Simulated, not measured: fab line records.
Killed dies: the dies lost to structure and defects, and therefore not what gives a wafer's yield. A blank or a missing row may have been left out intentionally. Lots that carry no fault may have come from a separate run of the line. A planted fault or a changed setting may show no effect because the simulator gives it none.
fab line records	flow n5_finfet	part 1 of 2: steps 1 to 20 of 29
record: lots: 5	wafers: 15	last_day: 17
route steps=1938 shown BEOL_M13@1689 BEOL_M14@1716
lots with no fault: from the same line, run without faults
start_h: hours from the record's opening day to when the first of the lot's shown wafers began	wait_h: hours elapsed since this lot's preceding step	" repeats the value in the row above	L1.1+2: several wafers, shown together as one row	- either no value or no given start	* or withheld: withheld	< > ~ a bound
route shown NAME@n: names a module that has steps shown in the file, with the first one's number in the route	usual: mean/standard deviation of fault-free wafers	same: alike in all rows	chamber/n: place in a boat	sites: the reading at each site	_std_site: how widely they spread, as a standard deviation	_edge_site: mean of outer sites minus mean of inner sites	radius_mm: for every site, how far away it sits from the centre of the wafer	mask NAME#n: copy n	behind: the last tool/chamber to shape the wafer	hold: why the lot went on hold/how many hours it stayed there/how the hold came to an end	device: whichever transistor did not switch (one of n, p or np)	end of line: tests run on the same wafers once the route is complete	where a step has no rows: the recipe by itself	killed: dies that structure and defects cost at the first sort, which is not the same as the wafer's yield	map: a wafer's dies, x killed, . not, _ none there
set.NAME: setting as actually run; set.NAME@STEP: the setting as run at that earlier step	model.NAME: the simulator's own value behind a step, which no gauge read
certain route steps with their lots: each step a table, each wafer a row
services: from which hour (start_h, from the record's first day; less than 0 if before it) a tool's chamber was out of use, for how many hours, and why
== steps ==
step: N5_BEOL_M13_CD_MEAS_28
recipe: target_cd_nm: 209.5	landing_energy_ev: 500	detector: se_inlens
usual: cd_nm: 209.6/1.6
lot.wafer	tool	chamber	start_h	wait_h	cd_nm
L087.2	cd_sem-02	0	325.92	-	211.2
L087.3	"	0	"	"	212.4
L087.4	"	0	"	"	211.8
L090.1	cd_sem-02	0	342.12	-	211.1
L090.4	"	0	"	"	210.2
L090.6	"	0	"	"	209.9
L088.2	cd_sem-03	0	342.68	-	210.2
L088.5	"	0	"	"	211.0
L088.6	"	0	"	"	211.3
L089.2	cd_sem-02	0	348.46	-	210.2
L089.3	"	0	"	"	207.8
L089.6	"	0	"	"	208.6
L094.2	cd_sem-03	0	365.25	-	207.3
L094.3	"	0	"	"	208.1
L094.4	"	0	"	"	207.7
step: N5_BEOL_M13_OVL_MEAS_29
recipe: points_per_wafer: 44
usual: M13_OVL: 1/5.3
lot.wafer	tool	chamber	start_h	wait_h	M13_OVL[nm]
L087.2	overlay-01	0	325.95	0.0	-2
L087.3	"	0	"	"	-1
L087.4	"	0	"	"	-5
L090.1	overlay-02	0	342.15	0.0	1
L090.4	"	0	"	"	2
L090.6	"	0	"	"	4
L088.2	overlay-01	0	342.71	0.0	6
L088.5	"	0	"	"	3
L088.6	"	0	"	"	2
L089.2	overlay-01	0	348.49	0.0	2
L089.3	"	0	"	"	-5
L089.6	"	0	"	"	4
L094.2	overlay-01	0	365.28	0.0	-2
L094.3	"	0	"	"	-3
L094.4	"	0	"	"	-1
step: N5_BEOL_M13_INSPECT_30
recipe: mode: adi	inspect_instrument: macro
usual: raw_defect_count: 2.1/1.4
lot.wafer	tool	chamber	start_h	wait_h	raw_defect_count
L087.2	defect_inspect-02	-	325.98	0.0	1
L087.3	"	-	"	"	2
L087.4	"	-	"	"	0
L090.1	defect_inspect-02	-	342.18	0.0	1
L090.4	"	-	"	"	4
L090.6	"	-	"	"	1
L088.2	defect_inspect-02	-	342.73	0.0	3
L088.5	"	-	"	"	1
L088.6	"	-	"	"	0
L089.2	defect_inspect-01	-	348.51	0.0	2
L089.3	"	-	"	"	2
L089.6	"	-	"	"	2
L094.2	defect_inspect-02	-	365.30	0.0	2
L094.3	"	-	"	"	0
L094.4	"	-	"	"	1
step: N5_BEOL_M13_DESCUM_33
recipe: chemistry: O2	time_s: 7.9	source_power_w: 50	bias_power_w: 20	pressure_mtorr: 20	rf_frequency_hz: 2.712e+07	temp_c: 40	o2_flow_sccm: 225
usual: drypump_motor_current_A: 5.7/0.55	oes_product_au: 0.80/0.092	rf_vpp_V: 243.4/1.3	showerhead_plenum_p_Torr: 2.11/0.071	throttle_valve_pct: 20.41/0.27
lot.wafer	tool	chamber	start_h	wait_h	drypump_motor_current_A	oes_product_au	rf_hours_counter_h	rf_vpp_V	showerhead_plenum_p_Torr	throttle_valve_pct
L087.2	rie_diel-03	1	326.01	0.0	5.3	0.73	201	242.0	2.05	20.17
L087.3	"	0	"	"	5.0	0.79	118	243.9	2.10	20.08
L087.4	"	2	"	"	5.5	0.92	-	245.5	2.25	20.34
L090.1	rie_diel-04	2	342.45	0.3	5.7	0.82	68	242.1	2.14	20.71
L090.4	"	3	"	"	6.6	0.68	236	241.4	1.99	20.90
L090.6	"	0	"	"	5.7	0.88	-	243.8	2.12	20.64
L088.2	rie_diel-03	1	342.77	0.0	5.3	0.73	206	243.6	2.05	20.19
L088.5	"	2	"	"	5.5	0.90	-	244.8	2.25	20.35
L088.6	"	1	"	"	5.3	0.72	-	243.5	2.05	20.18
L089.2	rie_diel-03	3	348.55	0.0	6.2	0.99	6	245.6	2.15	20.14
L089.3	"	0	"	"	5.0	0.78	125	243.5	2.10	20.11
L089.6	"	3	"	"	6.3	1.00	-	244.8	2.15	20.16
L094.2	rie_diel-03	1	365.58	0.3	5.3	0.73	213	241.6	2.05	20.20
L094.3	"	3	"	"	6.3	1.00	11	244.4	2.15	20.16
L094.4	"	2	"	"	5.5	0.90	31	243.3	2.24	20.35
step: N5_BEOL_M13_ETCH_67
recipe: chemistry: CF4	target: SiARC	target_depth_a: 1430	time_s: 238.3	ion_energy_ev: 80	pressure_mtorr: 40	source_w: 545	bias_w: 36	Ar_flow_sccm: 100	cf4_flow_sccm: 100	ends: cleared
usual: bias_w: 36.00/0.11	cf4_flow_sccm: 99.97/0.27	drypump_motor_current_A: 5.7/0.55	etch_rf_on_time_s: 240/6.3	oes_product_au: 0.68/0.076	rf_vpp_V: 184.3/1.1	showerhead_plenum_p_Torr: 2.16/0.067	throttle_valve_pct: 15.59/0.23
lot.wafer	tool	chamber	start_h	wait_h	bias_w	cf4_flow_sccm	drypump_motor_current_A	etch_rf_on_time_s	oes_product_au	rf_hours_counter_h	rf_vpp_V	showerhead_plenum_p_Torr	throttle_valve_pct
L087.2	rie_diel-03	1	326.04	0.0	36.10	99.84	5.3	234	0.63	201	184.7	2.13	15.53
L087.3	"	0	"	"	35.93	99.87	5.0	236	0.68	118	184.0	2.15	15.27
L087.4	"	2	"	"	36.06	100.11	5.5	241	0.77	-	184.2	2.28	15.41
L090.1	rie_diel-04	2	342.48	0.0	36.00	99.35	5.7	250	0.68	68	184.5	2.19	15.71
L090.4	"	3	"	"	35.95	99.70	6.6	243	0.59	236	184.0	2.02	15.98
L090.6	"	0	"	"	36.08	100.22	5.7	232	0.76	-	184.6	2.18	15.83
L088.2	rie_diel-03	1	342.80	0.0	36.12	100.05	5.3	232	0.63	206	182.0	2.13	15.56
L088.5	"	2	"	"	35.88	99.96	5.5	241	0.77	-	186.0	2.28	15.42
L088.6	"	1	"	"	36.13	100.07	5.3	232	0.62	-	184.0	2.13	15.54
L089.2	rie_diel-03	3	348.58	0.0	36.06	99.67	6.2	242	0.84	6	184.3	2.20	15.32
L089.3	"	0	"	"	35.90	99.95	5.0	242	0.68	125	184.1	2.15	15.29
L089.6	"	3	"	"	36.14	99.78	6.2	242	0.83	-	184.4	2.20	15.31
L094.2	rie_diel-03	1	365.62	0.0	36.13	99.69	5.3	232	0.62	213	185.7	2.12	15.55
L094.3	"	3	"	"	36.10	100.27	6.2	237	0.82	11	183.3	2.20	15.31
L094.4	"	2	"	"	35.99	99.36	5.5	243	0.75	31	186.0	2.28	15.45
step: N5_BEOL_M13_ETCH_68
recipe: chemistry: N2/H2	target: SOC	mask_material: SiARC	source_w: 3000	bias_w: 350	temp_c: 40	time_s: 355	ion_energy_ev: 200	pressure_mtorr: 30	n2_flow_sccm: 200	h2_flow_sccm: 200
usual: bias_w: 349.9/1.1	drypump_motor_current_A: 5.7/0.55	oes_product_au: 0.81/0.091	rf_vpp_V: 524.4/2.3	showerhead_plenum_p_Torr: 2.56/0.077	throttle_valve_pct: 17.71/0.27
lot.wafer	tool	chamber	start_h	wait_h	bias_w	drypump_motor_current_A	oes_product_au	rf_hours_counter_h	rf_vpp_V	showerhead_plenum_p_Torr	throttle_valve_pct
L087.2	rie_diel-03	1	326.19	0.1	349.8	5.3	0.72	201	522.9	2.52	17.69
L087.3	"	0	"	"	348.1	5.0	0.79	118	524.2	2.55	17.40
L087.4	"	2	"	"	349.8	5.5	0.91	-	529.8	2.70	17.46
L090.1	rie_diel-04	2	342.63	0.1	349.0	5.7	0.81	68	526.1	2.59	18.07
L090.4	"	3	"	"	349.9	6.6	0.68	236	519.9	2.41	18.16
L090.6	"	0	"	"	350.4	5.7	0.88	-	526.1	2.60	18.03
L088.2	rie_diel-03	1	342.95	0.1	349.5	5.3	0.73	206	523.0	2.52	17.70
L088.5	"	2	"	"	350.7	5.5	0.91	-	528.7	2.70	17.48
L088.6	"	1	"	"	349.0	5.3	0.73	-	523.6	2.52	17.69
L089.2	rie_diel-03	3	348.73	0.1	349.8	6.2	0.99	6	527.0	2.60	17.30
L089.3	"	0	"	"	349.7	5.0	0.80	125	524.4	2.55	17.42
L089.6	"	3	"	"	348.2	6.2	1.00	-	524.7	2.60	17.29
L094.2	rie_diel-03	1	365.76	0.1	351.2	5.3	0.72	213	523.0	2.52	17.71
L094.3	"	3	"	"	351.3	6.2	0.97	11	525.2	2.59	17.32
L094.4	"	2	"	"	350.0	5.5	0.88	31	528.4	2.69	17.47
step: N5_BEOL_M13_STRIP_69
recipe: chemistry: N2/H2	temp_c: 40	n2_flow_sccm: 200	h2_flow_sccm: 200	rf_frequency_hz: 6e+07
lot.wafer	tool	chamber	start_h	wait_h
L087.2+3+4	rie_diel-03	1,0,2	326.40	0.1
L090.1+4+6	rie_diel-04	2,3,0	342.84	0.1
L088.2+5+6	rie_diel-03	1,2,1	343.16	0.1
L089.2+3+6	rie_diel-03	3,0,3	348.94	0.1
L094.2+3+4	rie_diel-03	1,3,2	365.98	0.1
step: N5_BEOL_M13_TRENCH_ETCH_34
recipe: chemistry: C4F8/O2/Ar	target: SiOC	target_depth_a: 4134.7	mask_material: SOC	pressure_mtorr: 30	source_w: 3000	bias_w: 700	Ar_flow_sccm: 400	C4F8_flow_sccm: 15	O2_flow_sccm: 8	he_inner_torr: 15	he_outer_torr: 30	time_s: 162.6	ion_energy_ev: 250
usual: C4F8_flow_sccm: 14.99/0.043	bias_w: 699.9/2.2	drypump_motor_current_A: 5.7/0.55	oes_product_au: 0.80/0.09	rf_vpp_V: 666.1/2.9	showerhead_plenum_p_Torr: 3.45/0.1	throttle_valve_pct: 24.21/0.28
lot.wafer	tool	chamber	start_h	wait_h	C4F8_flow_sccm	bias_w	drypump_motor_current_A	oes_product_au	rf_hours_counter_h	rf_vpp_V	showerhead_plenum_p_Torr	throttle_valve_pct
L087.2	rie_diel-03	1	326.41	0.0	15.09	694.7	5.3	0.72	201	666.2	3.42	24.18
L087.3	"	0	"	"	14.97	697.3	5.0	0.79	118	666.4	3.42	23.73
L087.4	"	2	"	"	14.95	699.5	5.5	0.91	-	671.9	3.64	24.11
L090.1	rie_diel-04	2	342.85	0.0	15.02	702.1	5.7	0.82	68	667.6	3.50	24.53
L090.4	"	3	"	"	14.93	699.9	6.6	0.69	237	661.3	3.24	24.54
L090.6	"	0	"	"	14.98	699.1	5.7	0.88	-	666.8	3.47	24.48
L088.2	rie_diel-03	1	343.17	0.0	14.97	702.4	5.3	0.72	206	663.4	3.42	24.18
L088.5	"	2	"	"	14.96	701.8	5.5	0.89	-	672.5	3.64	24.10
L088.6	"	1	"	"	14.97	700.0	5.3	0.72	-	664.9	3.42	24.20
L089.2	rie_diel-03	3	348.95	0.0	14.90	702.5	6.2	1.00	6	668.3	3.52	24.00
L089.3	"	0	"	"	15.00	700.2	5.1	0.79	125	665.8	3.41	23.73
L089.6	"	3	"	"	14.94	700.1	6.2	1.00	-	667.0	3.52	24.00
L094.2	rie_diel-03	1	365.99	0.0	14.96	703.9	5.3	0.71	213	665.6	3.41	24.19
L094.3	"	3	"	"	15.01	696.0	6.3	0.97	11	667.2	3.51	23.99
L094.4	"	2	"	"	15.00	700.8	5.6	0.88	31	670.2	3.64	24.12
step: N5_BEOL_M13_STRIP_70
recipe: chemistry: C4F8/O2/Ar	resist: SiARC	rf_frequency_hz: 6e+07
lot.wafer	tool	chamber	start_h	wait_h
L087.2+3+4	rie_diel-03	1,0,2	326.55	0.1
L090.1+4+6	rie_diel-04	2,3,0	342.99	0.1
L088.2+5+6	rie_diel-03	1,2,1	343.31	0.1
L089.2+3+6	rie_diel-03	3,0,3	349.08	0.1
L094.2+3+4	rie_diel-03	1,3,2	366.12	0.1
step: N5_BEOL_M13_OCD_MEAS_35
usual: trench_depth_nm: 414/6.8
lot.wafer	tool	chamber	start_h	wait_h	trench_depth_nm
L087.2	ocd-01	-	326.59	0.0	409
L087.3	"	-	"	"	409
L087.4	"	-	"	"	410
L090.1	ocd-01	-	343.03	0.0	414
L090.4	"	-	"	"	405
L090.6	"	-	"	"	419
L088.2	ocd-02	-	343.35	0.0	407
L088.5	"	-	"	"	408
L088.6	"	-	"	"	411
L089.2	ocd-02	-	349.12	0.0	424
L089.3	"	-	"	"	414
L089.6	"	-	"	"	424
L094.2	ocd-02	-	366.16	0.0	413
L094.3	"	-	"	"	419
L094.4	"	-	"	"	409
step: N5_BEOL_M13_STRIP_37
recipe: chemistry: N2/H2	power_w: 1000	temp_c: 250	h2_frac: 0.65	overash_fraction: 0.3	pressure_mtorr: withheld	n2_flow_sccm: 1750	h2_flow_sccm: 3250
usual: drypump_motor_current_A: 5.6/0.33	heater_power_w: 347/24	oes_product_au: 0.784/0.012
lot.wafer	tool	chamber	start_h	wait_h	drypump_motor_current_A	heater_power_w	oes_product_au	rf_hours_counter_h
L087.2	plasma_asher-02	1	326.63	0.0	5.1	315	0.789	140
L087.3	"	0	"	"	5.8	337	0.789	-
L087.4	"	1	"	"	5.1	305	0.779	-
L090.1	plasma_asher-01	1	343.07	0.0	5.6	360	0.787	87
L090.4	"	0	"	"	5.9	379	0.762	-
L090.6	"	0	"	"	5.9	378	0.800	-
L088.2	plasma_asher-01	0	343.39	0.0	5.9	376	0.760	88
L088.5	"	0	"	"	6.0	375	0.799	-
L088.6	"	1	"	"	5.6	350	0.790	-
L089.2	plasma_asher-01	0	349.16	0.0	6.0	382	0.763	88
L089.3	"	1	"	"	5.5	354	0.787	-
L089.6	"	1	"	"	5.6	368	0.788	-
L094.2	plasma_asher-01	0	366.20	0.0	5.9	379	0.783	92
L094.3	"	1	"	"	5.6	367	0.782	-
L094.4	"	0	"	"	6.0	367	0.775	-
step: N5_BEOL_M13_ETCH_38
recipe: chemistry: CF4/N2	target: SiCN	target_depth_a: 675	taper_deg: 2	time_s: 71.9	ion_energy_ev: 150	mask_material: SiO2	pressure_mtorr: 40	source_w: 430	bias_w: 70	Ar_flow_sccm: 100	cf4_flow_sccm: 60	n2_flow_sccm: 60
usual: bias_w: 70.01/0.2	cf4_flow_sccm: 59.99/0.18	drypump_motor_current_A: 5.8/0.59	oes_product_au: 0.82/0.088	rf_vpp_V: 382.1/1.7	showerhead_plenum_p_Torr: 2.20/0.064	throttle_valve_pct: 15.39/0.23
lot.wafer	tool	chamber	start_h	wait_h	bias_w	cf4_flow_sccm	drypump_motor_current_A	oes_product_au	rf_hours_counter_h	rf_vpp_V	showerhead_plenum_p_Torr	throttle_valve_pct
L087.2	rie_diel-04	0	329.79	-	70.14	59.84	5.7	0.89	34	384.0	2.25	15.65
L087.3	"	2	"	"	70.05	60.20	5.7	0.81	65	383.4	2.26	15.57
L087.4	"	0	"	"	70.03	60.15	5.8	0.89	-	382.8	2.25	15.66
L090.1	rie_diel-01	3	344.69	-	69.98	60.13	6.4	0.82	104	380.6	2.14	15.36
L090.4	"	2	"	"	70.20	60.11	6.1	0.88	-	381.3	2.15	15.09
L090.6	"	0	"	"	70.18	60.13	4.7	0.82	-	383.0	2.22	15.29
L088.2	rie_diel-04	2	345.13	-	69.87	60.17	5.7	0.79	69	384.2	2.25	15.57
L088.5	"	1	"	"	70.15	59.89	6.5	0.75	-	383.6	2.21	15.51
L088.6	"	2	"	"	69.50	59.90	5.7	0.80	-	382.5	2.26	15.59
L089.2	rie_diel-03	0	349.46	-	70.35	59.71	5.0	0.79	125	383.4	2.21	15.11
L089.3	"	3	"	"	70.03	60.18	6.3	0.98	7	384.9	2.26	15.13
L089.6	"	2	"	"	69.80	59.72	5.5	0.89	-	386.4	2.35	15.23
L094.2	rie_diel-03	1	366.64	-	70.38	59.96	5.3	0.72	213	379.5	2.19	15.42
L094.3	"	3	"	"	69.89	59.80	6.2	0.96	12	384.8	2.26	15.13
L094.4	"	0	"	"	70.45	60.17	5.0	0.78	130	382.7	2.21	15.11
step: N5_BEOL_M13_PRECLEAN_39
recipe: chemistry: residue_remover	time_s: 60	temp_c: 40
lot.wafer	tool	chamber	start_h	wait_h
L087.2+3+4	wet_bench-03	3,4,5	329.92	0.1
L090.1+4+6	wet_bench-03	6,1,7	344.82	0.1
L088.2+5+6	wet_bench-02	6,1,7	345.26	0.1
L089.2+3+6	wet_bench-03	1,3,2	349.59	0.1
L094.2+3+4	wet_bench-03	0,1,3	366.77	0.1
step: N5_BEOL_M13_SRD_40
recipe: time_s: 30	temp_c: 23	rinse_liquid: diw	dry: n2_spin	spin_rpm: 1500	dry_time_s: 30
usual: spin_rpm: 1499.9/0.8
lot.wafer	tool	chamber	start_h	wait_h	spin_rpm
L087.2	wet_bench-03	3	329.94	0.0	1498.1
L087.3	"	4	"	"	1500.6
L087.4	"	5	"	"	1499.9
L090.1	wet_bench-03	6	344.84	0.0	1500.4
L090.4	"	1	"	"	1499.0
L090.6	"	7	"	"	1498.6
L088.2	wet_bench-02	6	345.30	0.0	1499.7
L088.5	"	1	"	"	1498.7
L088.6	"	7	"	"	1498.7
L089.2	wet_bench-03	1	349.61	0.0	1499.6
L089.3	"	3	"	"	1499.7
L089.6	"	2	"	"	1501.0
L094.2	wet_bench-03	0	366.79	0.0	1500.2
L094.3	"	1	"	"	1498.4
L094.4	"	3	"	"	1499.6
step: N5_BEOL_M13_DEGAS_41
recipe: ambient: vacuum	temp_c: 250	time_s: 60
usual: heater_power_w: 340/31
lot.wafer	tool	chamber	start_h	wait_h	heater_power_w
L087.2	pvd_sputter-02	-	329.99	0.0	331
L087.3	"	-	"	"	418
L087.4	"	-	"	"	333
L090.1	pvd_sputter-02	-	345.04	0.2	421
L090.4	"	-	"	"	337
L090.6	"	-	"	"	327
L088.2	pvd_sputter-01	-	345.71	0.4	331
L088.5	"	-	"	"	305
L088.6	"	-	"	"	317
L089.2	pvd_sputter-03	-	350.08	0.5	322
L089.3	"	-	"	"	360
L089.6	"	-	"	"	356
L094.2	pvd_sputter-02	-	366.98	0.2	353
L094.3	"	-	"	"	336
L094.4	"	-	"	"	337
step: N5_BEOL_M13_PRE_CLEAN_42
recipe: gas: H2/He	time_s: 30	temp_c: 250
usual: heater_power_w: 339/30
lot.wafer	tool	chamber	start_h	wait_h	heater_power_w
L087.2	pvd_sputter-02	-	330.03	0.0	335
L087.3	"	-	"	"	410
L087.4	"	-	"	"	344
L090.1	pvd_sputter-02	-	345.08	0.0	418
L090.4	"	-	"	"	335
L090.6	"	-	"	"	336
L088.2	pvd_sputter-01	-	345.75	0.0	328
L088.5	"	-	"	"	309
L088.6	"	-	"	"	319
L089.2	pvd_sputter-03	-	350.12	0.0	323
L089.3	"	-	"	"	349
L089.6	"	-	"	"	356
L094.2	pvd_sputter-02	-	367.02	0.0	348
L094.3	"	-	"	"	319
L094.4	"	-	"	"	340
step: N5_BEOL_M13_SPUTTER_43
recipe: material: TaN	target_thk_a: 150	temp_c: 50	bias_v: 168.6	power_w: 15000	chamber_pressure_pa: 0.12	time_s: 24.19
usual: throttle_valve_pct: 30.0/1.2
lot.wafer	tool	chamber	start_h	wait_h	throttle_valve_pct
L087.2	pvd_sputter-02	-	330.07	0.0	31.1
L087.3	"	-	"	"	27.7
L087.4	"	-	"	"	31.1
L090.1	pvd_sputter-02	-	345.12	0.0	27.5
L090.4	"	-	"	"	31.1
L090.6	"	-	"	"	29.8
L088.2	pvd_sputter-01	-	345.79	0.0	28.8
L088.5	"	-	"	"	31.0
L088.6	"	-	"	"	30.0
L089.2	pvd_sputter-03	-	350.16	0.0	29.9
L089.3	"	-	"	"	31.1
L089.6	"	-	"	"	31.0
L094.2	pvd_sputter-02	-	367.06	0.0	31.0
L094.3	"	-	"	"	29.7
L094.4	"	-	"	"	30.9
step: N5_BEOL_M13_SPUTTER_44
recipe: material: Ta	target_thk_a: 100	temp_c: 50	bias_v: 80	power_w: 15000	chamber_pressure_pa: 0.07	time_s: 16.13
usual: throttle_valve_pct: 30.0/1.1
lot.wafer	tool	chamber	start_h	wait_h	throttle_valve_pct
L087.2	pvd_sputter-02	-	330.15	0.0	31.0
L087.3	"	-	"	"	27.7
L087.4	"	-	"	"	31.0
L090.1	pvd_sputter-02	-	345.20	0.0	27.8
L090.4	"	-	"	"	30.9
L090.6	"	-	"	"	29.5
L088.2	pvd_sputter-01	-	345.87	0.0	28.7
L088.5	"	-	"	"	30.9
L088.6	"	-	"	"	29.8
L089.2	pvd_sputter-03	-	350.24	0.0	29.8
L089.3	"	-	"	"	30.9
L089.6	"	-	"	"	31.2
L094.2	pvd_sputter-02	-	367.14	0.0	30.9
L094.3	"	-	"	"	29.8
L094.4	"	-	"	"	31.2
step: N5_BEOL_M13_SPUTTER_45
recipe: material: Cu	target_thk_a: 800	temp_c: -20	bias_v: 60	power_w: 26000	chamber_pressure_pa: 0.13	time_s: 13.33
usual: throttle_valve_pct: 30.0/1.2
lot.wafer	tool	chamber	start_h	wait_h	throttle_valve_pct
L087.2	pvd_sputter-02	-	330.23	0.0	31.4
L087.3	"	-	"	"	27.5
L087.4	"	-	"	"	31.1
L090.1	pvd_sputter-02	-	345.28	0.0	27.6
L090.4	"	-	"	"	31.3
L090.6	"	-	"	"	29.6
L088.2	pvd_sputter-01	-	345.95	0.0	28.6
L088.5	"	-	"	"	31.1
L088.6	"	-	"	"	29.8
L089.2	pvd_sputter-03	-	350.32	0.0	30.0
L089.3	"	-	"	"	31.0
L089.6	"	-	"	"	30.7
L094.2	pvd_sputter-02	-	367.22	0.0	31.3
L094.3	"	-	"	"	29.7
L094.4	"	-	"	"	31.4
step: N5_BEOL_M13_ECD_47
recipe: material: Cu	target_thk_a: 9360
lot.wafer	tool	chamber	start_h	wait_h
L087.2+3+4	ecd_cu-01	1,1,0	330.35	0.1
L090.1+4+6	ecd_cu-02	1,0,0	345.40	0.1
L088.2+5+6	ecd_cu-02	0,0,1	346.07	0.1
L089.2+3+6	ecd_cu-01	1	350.43	0.1
L094.2+3+4	ecd_cu-02	0,0,1	367.34	0.1
